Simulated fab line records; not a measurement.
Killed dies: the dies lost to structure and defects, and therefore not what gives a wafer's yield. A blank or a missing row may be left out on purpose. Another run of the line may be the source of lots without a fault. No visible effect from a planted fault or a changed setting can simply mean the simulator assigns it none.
Which tool is to blame? -- flow n5_finfet -- Sampling: 10 lots, 30 wafers, 5 of 1938 route steps

## WHAT THE GAUGES READ, wafer by wafer
The record holds no reading of a measuring or inspecting step that can be judged against a usual standard deviation.

## TOOL THAT RAN EACH LOT (tool first, then ch and the chambers of the sampled wafers, then the start)
lot,N5_PASSIVATION_DESCUM_12,N5_PASSIVATION_SPUTTER_20,N5_PASSIVATION_DESCUM_32,N5_PASSIVATION_STRIP_34,N5_PASSIVATION_PROBE_49
L376,"rie_diel-04 ch 0,1, day 12 14:20","pvd_sputter-03, day 12 15:20","rie_diel-06 ch 0,1,2, day 12 16:08","rie_diel-06 ch 1,2,3, day 12 16:44","prober-02, day 12 21:07"
L378,"rie_diel-04 ch 0,1,3, day 13 14:13","pvd_sputter-03, day 13 15:45","rie_diel-06 ch 0,1,3, day 13 16:51","rie_diel-05 ch 0,1,2, day 13 17:28","prober-01, day 13 21:59"
L380,"rie_diel-04 ch 0,2,3, day 14 00:38","pvd_sputter-02, day 14 01:35","rie_diel-05 ch 0,1,3, day 14 02:16","rie_diel-06 ch 0,3, day 14 02:52","prober-01, day 14 07:24"
L383,"rie_diel-01 ch 0,3, day 16 06:10","pvd_sputter-02, day 16 07:00","rie_diel-05 ch 0,2,3, day 16 08:01","rie_diel-05 ch 0,3, day 16 08:37","prober-02, day 16 12:58"
L386,"rie_diel-04 ch 0,3, day 16 06:54","pvd_sputter-02, day 16 07:37","rie_diel-05 ch 1,2, day 16 08:17","rie_diel-06 ch 0,2, day 16 08:53","prober-01, day 16 13:10"
L388,"rie_diel-03 ch 0,1,2, day 16 21:47","pvd_sputter-02, day 16 23:11","rie_diel-06 ch 0,2,3, day 16 23:51","rie_diel-05 ch 0,1,2, day 17 00:28","prober-02, day 17 04:47"
L393,"rie_diel-04 ch 0,2,3, day 17 13:46","pvd_sputter-01, day 17 14:49","rie_diel-02 ch 0,1, day 17 15:35","rie_diel-06 ch 0,2, day 17 16:12","prober-01, day 17 20:30"
L389,"rie_diel-01 ch 2,3, day 17 19:20","pvd_sputter-01, day 17 20:16","rie_diel-06 ch 1,2,3, day 17 21:03","rie_diel-05 ch 0,1,2, day 17 21:40","prober-01, day 18 01:50"
L395,"rie_diel-01 ch 1,2,3, day 18 05:08","pvd_sputter-02, day 18 05:50","rie_diel-05 ch 0,2,3, day 18 06:37","rie_diel-02 ch 0,2, day 18 07:14","prober-02, day 18 11:58"
L396,"rie_diel-03 ch 0,1,2, day 18 18:24","pvd_sputter-02, day 18 20:57","rie_diel-06 ch 1,2,3, day 18 21:37","rie_diel-02 ch 0,1,2, day 18 22:13","prober-02, day 19 02:43"
- N5_PASSIVATION_DESCUM_12: chemistry O2, time 7.9 s.
- N5_PASSIVATION_SPUTTER_20: material TaN, target thk 50 nm.
- N5_PASSIVATION_DESCUM_32: chemistry O2, time 7.9 s.
- N5_PASSIVATION_STRIP_34: strips in O2.
- N5_PASSIVATION_PROBE_49

## AS READ BY THE TOOLS THEMSELVES (means over the sampled wafers that have a number; for cases with no such wafer, the mark the record gives instead)
N5_PASSIVATION_DESCUM_12. Usual: drypump_motor_current_A 5.9 A, standard deviation 0.73; oes_product_au 0.76 a.u., standard deviation 0.064; rf_vpp_V 242.7 V, standard deviation 1.3; showerhead_plenum_p_Torr 2.08 Torr, standard deviation 0.06; throttle_valve_pct 20.35 %, standard deviation 0.18.
lot,tool,drypump_motor_current_A (A),oes_product_au (a.u.),rf_vpp_V (V),showerhead_plenum_p_Torr (Torr),throttle_valve_pct (%),flag
L376,rie_diel-04,5.1,0.72,243.4,2.16,20.37,
L378,rie_diel-04,5.6,0.74,243.2,2.12,20.38,
L380,rie_diel-04,6.2,0.78,242.8,2.08,20.36,
L383,rie_diel-01,5.9,0.77,242.2,2.08,20.54,
L386,rie_diel-04,5.8,0.73,242.9,2.11,20.42,
L388,rie_diel-03,6.1,0.74,242.3,2.06,20.32,
L393,rie_diel-04,6.2,0.75,243.0,2.07,20.40,
L389,rie_diel-01,6.0,0.75,242.2,2.04,20.33,
L395,rie_diel-01,5.5,0.79,243.6,2.10,20.24,
L396,rie_diel-03,6.1,0.74,242.2,2.06,20.34,

N5_PASSIVATION_SPUTTER_20. Usual: throttle_valve_pct at 30.0 %, with a standard deviation of 1.1.
lot,tool,throttle_valve_pct (%),flag
L376,pvd_sputter-03,30.5,
L378,pvd_sputter-03,30.1,
L380,pvd_sputter-02,30.6,
L383,pvd_sputter-02,29.4,
L386,pvd_sputter-02,29.4,
L388,pvd_sputter-02,29.2,
L393,pvd_sputter-01,30.7,
L389,pvd_sputter-01,30.6,
L395,pvd_sputter-02,30.1,
L396,pvd_sputter-02,28.8,

N5_PASSIVATION_DESCUM_32. Usual: drypump_motor_current_A 5.7 A, standard deviation 0.59; oes_product_au 0.80 a.u., standard deviation 0.11; rf_vpp_V 243.3 V, standard deviation 1.6; showerhead_plenum_p_Torr 2.10 Torr, standard deviation 0.081; throttle_valve_pct 20.45 %, standard deviation 0.26.
lot,tool,drypump_motor_current_A (A),oes_product_au (a.u.),rf_vpp_V (V),showerhead_plenum_p_Torr (Torr),throttle_valve_pct (%),flag
L376,rie_diel-06,5.4,0.68,242.8,2.03,20.82,
L378,rie_diel-06,5.4,0.78,242.7,2.07,20.48,
L380,rie_diel-05,6.2,0.77,242.8,2.07,20.30,
L383,rie_diel-05,6.1,0.83,242.1,2.05,20.42,
L386,rie_diel-05,6.4,0.89,242.8,2.07,20.37,
L388,rie_diel-06,5.2,0.82,243.9,2.11,20.32,
L393,rie_diel-02,6.4,0.74,244.2,2.14,20.32,
L389,rie_diel-06,5.1,0.94,244.6,2.20,20.31,
L395,rie_diel-05,6.0,0.82,242.9,2.05,20.43,
L396,rie_diel-06,5.1,0.91,244.8,2.20,20.33,

N5_PASSIVATION_STRIP_34. Usual: chamber_pressure_mTorr 30.00 mTorr, standard deviation 0.083; drypump_motor_current_A 5.9 A, standard deviation 0.57; oes_product_au 0.77 a.u., standard deviation 0.089; rf_vpp_V 3.5 V, standard deviation 1.5; showerhead_plenum_p_Torr 2.10 Torr, standard deviation 0.067; throttle_valve_pct 16.70 %, standard deviation 0.22.
lot,tool,chamber_pressure_mTorr (mTorr),drypump_motor_current_A (A),oes_product_au (a.u.),rf_vpp_V (V),showerhead_plenum_p_Torr (Torr),throttle_valve_pct (%),flag
L376,rie_diel-06,29.98,5.1,0.68,3.5,2.05,16.94,
L378,rie_diel-05,29.97,6.4,0.73,4.5,2.09,16.72,
L380,rie_diel-06,30.11,5.5,0.85,3.3,2.15,16.55,
L383,rie_diel-05,30.08,6.1,0.77,3.4,2.06,16.66,
L386,rie_diel-06,-,-,-,-,-,-,OFF
L388,rie_diel-05,-,-,-,-,-,-,OFF
L393,rie_diel-06,29.96,5.5,0.89,2.8,2.18,16.63,
L389,rie_diel-05,30.01,6.4,0.80,4.6,2.07,16.62,
L395,rie_diel-02,30.05,5.8,0.73,3.8,2.07,16.86,
L396,rie_diel-02,29.94,6.1,0.72,2.4,2.10,16.73,

N5_PASSIVATION_PROBE_49. Usual: defect_limited_yield 91.4 %, standard deviation 1.5; killed_at_M0_to_M3 33, standard deviation 11; killed_at_M4_up 14, standard deviation 5.3; killed_at_contacts 13, standard deviation 6.2; killed_at_front_end 39, standard deviation 13; killed_at_other 3.1, standard deviation 2.8; killed_dies 102, standard deviation 17; killed_on_rim 13, standard deviation 3.8; killed_open 68, standard deviation 13; killed_short 32, standard deviation 7.8; sort_bin_5_function 5.1 %, standard deviation 0.95; sort_bin_6_memory 3.2 %, standard deviation 0.7; sort_bin_8_speed 0.02 %, standard deviation 0.16; sort_n_pass 1078, standard deviation 18; sort_yield_pct 91.3 %, standard deviation 1.5.
lot,tool,defect_limited_yield (%),killed_at_M0_to_M3,killed_at_M4_up,killed_at_contacts,killed_at_front_end,killed_at_other,killed_dies,killed_on_rim,killed_open,killed_short,sort_bin_5_function (%),sort_bin_6_memory (%),sort_bin_8_speed (%),sort_n_pass,sort_yield_pct (%),flag
L376,prober-02,90.1,31,30,15,40,0.3,117,17,85,30,5.7,3.9,0.08,1062,90.0,OFF
L378,prober-01,91.3,35,14,14,38,0.7,102,13,74,28,5.2,3.2,0.00,1078,91.3,
L380,prober-01,92.4,28,14,11,37,1.0,90,13,61,29,4.2,3.1,0.00,1090,92.4,
L383,prober-02,91.2,30,18,15,32,8.3,103,12,72,31,5.4,3.1,0.00,1077,91.2,
L386,prober-01,90.8,26,11,17,50,4.0,108,12,78,29,5.6,3.3,0.00,1072,90.8,
L388,prober-02,90.7,31,10,18,45,4.7,109,15,68,40,5.3,3.7,0.00,1071,90.7,
L393,prober-01,92.6,33,13,13,26,1.7,88,12,58,30,4.3,2.9,0.00,1092,92.6,
L389,prober-01,92.0,33,14,19,25,3.3,95,14,65,30,4.5,3.2,0.00,1085,92.0,
L395,prober-02,92.1,36,12,10,34,0.7,93,11,66,26,4.6,3.1,0.00,1087,92.1,
L396,prober-02,91.1,20,19,21,42,2.7,105,14,76,28,5.3,3.2,0.00,1075,91.1,

## THE ANSWER, worked out from the rows above alone
Rule: a lot counts as off when the mean over its wafers that have a number is more than 3 standard deviations away from the usual mean. A lot without any number at a reading at which 4 lots or more have one is off too. Any other lot the step has rows for is counted as sound. After the gauges, taken in route order, come the tools' own readings; for these a lot's mean is taken, as printed above. At the first step where some lot is off, the reading lying furthest off is the one used; lots without a number count as furthest.
Off at N5_PASSIVATION_STRIP_34 (chamber_pressure_mTorr): L386, L388. Without a number there: L386, L388.
If a tool, at that step or one of the process steps before it, ran each lot that is off and ran no sound lot following the first of them, it fits. No candidate that was tried fits.

## WHAT THE SIMULATOR PUT IN
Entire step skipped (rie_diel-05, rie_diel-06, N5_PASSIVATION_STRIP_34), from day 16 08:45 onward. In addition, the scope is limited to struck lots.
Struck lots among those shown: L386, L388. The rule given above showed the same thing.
